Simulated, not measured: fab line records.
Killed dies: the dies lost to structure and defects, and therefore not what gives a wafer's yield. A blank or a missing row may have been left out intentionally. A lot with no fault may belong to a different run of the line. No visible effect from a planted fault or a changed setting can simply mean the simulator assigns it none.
One fault through the eyes of 2 desks + flow n5_finfet + what lay behind the numbers comes last; until then each desk has only its own

## AT THE TOOL OWNER'S DESK: euv_scanner-01
The tool's own readings at N5_BEOL_M1_EXPOSE_25 (exposes mask V0, defocus 5 nm, target cd 24 nm): means of the sampled wafers that have a number, for each lot that ran on this tool. Marked OUT: a lot whose mean sits more than 4 standard deviations from the usual mean, which makes it out of limits; the brackets give that distance.
Columns: A = exposure_dose_mJ_cm2 at N5_BEOL_M1_EXPOSE_25, usual 62.99
| lot  | first seen here | A               |
|------|-----------------|-----------------|
| L960 | day 6 14:46     | 63.00           |
| L962 | day 7 06:40     | 62.99           |
| L963 | day 7 06:44     | 62.98           |
| L966 | day 8 02:56     | 62.98           |
| L968 | day 8 21:11     | 63.14           |
| L974 | day 10 14:56    | 59.69 (-52) OUT |
| L976 | day 10 19:30    | 59.71 (-51) OUT |
This desk finds L974, L976 out of limits, L974 being first, at day 10 14:56 (exposure_dose_mJ_cm2 at N5_BEOL_M1_EXPOSE_25). L960, L962, L963, L966, L968: within limits.

## THE METROLOGY DESK
Lot by lot, what the gauges showed, no matter which tool ran the lot: averages of those sampled wafers that carry a number. Marked OUT: a lot whose mean sits more than 4 standard deviations from the usual mean, which makes it out of limits; the brackets give that distance. 7 of its 11 readings are shown: the first one out of limits and those lying furthest out on some lot.
Columns: A = cd_nm at N5_BEOL_M1_CD_MEAS_28, usual 23.96 nm; B = DIBL_P at N5_BEOL_M4_RC_MEAS_101, usual 36.1 mV/V; C = IOFF_P at N5_BEOL_M4_RC_MEAS_101, usual 0.22 nA/um; D = ION_N at N5_BEOL_M4_RC_MEAS_101, usual 672 uA/um; E = SS_P at N5_BEOL_M4_RC_MEAS_101, usual 73.2 mV/dec; F = VT_N at N5_BEOL_M4_RC_MEAS_101, usual 250 mV; G = VT_P at N5_BEOL_M4_RC_MEAS_101, usual -250 mV
| lot  | first seen here | A                | B    | C    | D   | E    | F   | G    |
|------|-----------------|------------------|------|------|-----|------|-----|------|
| L959 | day 6 14:33     | 23.85            | 34.4 | 0.22 | 670 | 72.9 | 250 | -248 |
| L960 | day 6 14:55     | 24.10            | 37.4 | 0.23 | 672 | 73.6 | 249 | -250 |
| L962 | day 7 06:47     | 23.83            | 33.7 | 0.19 | 671 | 72.4 | 249 | -250 |
| L963 | day 7 06:53     | 23.78            | 34.7 | 0.20 | 673 | 72.7 | 249 | -249 |
| L966 | day 8 03:05     | 23.93            | 36.5 | 0.26 | 676 | 73.7 | 247 | -246 |
| L967 | day 8 12:49     | 23.81            | 37.8 | 0.25 | 678 | 73.3 | 248 | -246 |
| L968 | day 8 21:19     | 24.13            | 36.2 | 0.22 | 675 | 73.6 | 248 | -250 |
| L974 | day 10 15:05    | 22.91 (-4.0) OUT | 34.3 | 0.19 | 656 | 72.8 | 251 | -251 |
| L976 | day 10 19:39    | 22.83 (-4.3) OUT | 35.0 | 0.23 | 675 | 73.0 | 250 | -246 |
This desk finds L974, L976 out of limits, L974 being first, at day 10 15:05 (cd_nm at N5_BEOL_M1_CD_MEAS_28). L959, L960, L962, L963, L966, L967, L968: within limits.

## TAKEN TOGETHER
At day 10 14:56, on L974, L976, the tool owner's desk was in a position to raise an alarm.
L974, L976 would have let the metrology desk raise an alarm at day 10 15:05.
The lots listed all ran N5_BEOL_M1_EXPOSE_25 on euv_scanner-01.

## WHAT THE SIMULATOR HAD PUT IN
Process parameter drift: euv_scanner-01, from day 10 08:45 on, at N5_BEOL_M1_EXPOSE_25. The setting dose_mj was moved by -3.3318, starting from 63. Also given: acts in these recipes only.
Shown lots that were struck: L974, L976.
Time in hours from fault onset to the first out-of-limits reading at each desk: tool owner's desk 6, metrology desk 6.
